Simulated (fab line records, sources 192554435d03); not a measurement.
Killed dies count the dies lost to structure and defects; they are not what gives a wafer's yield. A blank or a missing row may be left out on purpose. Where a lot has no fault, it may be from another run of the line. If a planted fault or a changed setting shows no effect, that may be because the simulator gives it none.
Struck lot and sound lot, side by side || flow n5 finfet || 25 steps out of a route of 1938
Sound: wafers L818.2, L818.3, L818.6. Wafers struck: L809.1, L809.2, L809.5. The cause is given at the end.
Order at every step that has rows: each side's tool, ch and its chambers, its first start. Under that, the readings that differ: sound wafers || struck wafers || difference of the means || sigmas: that difference in standard deviations of wafers without a fault.
alike: a reading whose means differ by less than 2 such deviations, as well as words and numbers matching on both sides. not compared: withheld readings; readings where some wafer has no value; bounds like >300 that might hide an equal value; numbers whose values overlap and for which the record gives no deviation.
Wherever a step has rows on one side only, a row that says differs or no value, or a row with sigmas, the two part there. Non-overlapping numbers with no deviation appear without sigmas and do not part them. A reading missing from all wafers of one side parts the sides only when that side holds two or more wafers.

first, 11 steps without rows for these wafers: N5_BEOL_M1_STRIP_65 (strips in N2/H2); N5_BEOL_M1_STRIP_75 (strips in N2/H2); N5_BEOL_M1_STRIP_66 (strips in CF4); N5_BEOL_M1_HM_OPEN_17 (chemistry Cl2/BCl3, target TiN, target depth 20 nm, overetch 6 nm); N5_BEOL_M1_STRIP_19 (strips in O2); N5_BEOL_M1_COAT_67 (time 60 s, resist thk 60 nm); N5_BEOL_M1_COAT_68 (time 60 s, resist thk 12 nm); N5_BEOL_M1_COAT_76 (time 60 s, resist thk 5 nm); N5_BEOL_M1_COAT_22 (resist thk 30 nm); N5_BEOL_M1_EBR_24; N5_BEOL_M1_SOFTBAKE_23 (time 60 s).
N5_BEOL_M1_EXPOSE_25: exposes mask V0, defocus 5 nm, target cd 24 nm.
  sound on euv scanner-02 ch 0, day 11 05:58; struck on euv scanner-01 ch 0, day 9 01:29
{"reading": "exposure dose mJ cm2", "sound": "62.97 63.02 63.09", "struck": "63.80 64.05 63.94", "difference": "+0.90", "sigmas": "+13"}
  alike: mask, reticle temp C
then, 10 steps without rows for these wafers: N5_BEOL_M1_PEB_26 (peb time 60 s); N5_BEOL_M1_DEVELOP_27 (develop time 30 s); N5_BEOL_M1_DESCUM_33 (chemistry O2, time 7 s); N5_BEOL_M1_ETCH_77 (etches underlayer in N2/H2, target depth 6.5 nm, time 5.2 s); N5_BEOL_M1_ETCH_69 (etches SiARC in CF4, target depth 15.6 nm, time 26 s); N5_BEOL_M1_ALD_98 (deposits SiO2, target thk 2.5 nm, pulse time 1 s, co reactant pulse time 1 s); N5_BEOL_M1_ETCHBACK_99 (etches SiO2 in CHF3, target depth 5 nm, time 10.4 s); N5_BEOL_M1_ETCH_70 (etches SOC in N2/H2, target depth 80 nm, overetch 16 nm, time 120 s); N5_BEOL_M1_STRIP_71 (strips in N2/H2); N5_BEOL_M1_STRIP_78 (strips in N2/H2).
N5_BEOL_M1_VIA_ETCH_34: etches the open film in C4F6/O2, target depth 67.8 nm, time 64.4 s.
  sound on rie diel-04 ch 0,3, day 11 07:05; struck on rie diel-06 ch 0,2,3, day 9 02:26
{"reading": "model.BEOL_M1.cd nm (nm)", "sound": "17.8 18 17.6", "struck": "18.2 18.2 18.4", "difference": "+0.5", "sigmas": ""}
  alike: bias w, drypump motor current A, oes product au, rf vpp V, showerhead plenum p Torr, throttle valve pct
  not compared: rf hours counter h
then, 1 step without rows for these wafers: N5_BEOL_M1_STRIP_83 (strips in C4F6/O2).
N5_BEOL_M4_RC_MEAS_101:
  sound on prober-02 ch 0, day 12 20:27; struck on prober-02 ch 0, day 10 16:24
{"reading": "DIBL_N (mV/V)", "sound": "37.4 35.6 34.8", "struck": "39.6 38.9 38.9", "difference": "+3.2", "sigmas": "+3"}
{"reading": "SS_N (mV/dec)", "sound": "71.5 70.4 70.6", "struck": "71.5 72.1 72.3", "difference": "+1.1", "sigmas": "+2"}
  alike: DIBL_P, IOFF_N, IOFF_P, ION_N, ION_P, SS_P, VT_N, VT_P

== WHERE THEY PART ==
First at N5_BEOL_M1_EXPOSE_25; last, within this record, at N5_BEOL_M4_RC_MEAS_101.

WHY: the cause the simulator had injected
Process parameters drifting: euv scanner-01 at N5_BEOL_M1_EXPOSE_25, beginning at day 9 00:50. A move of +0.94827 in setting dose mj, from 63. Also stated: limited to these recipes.
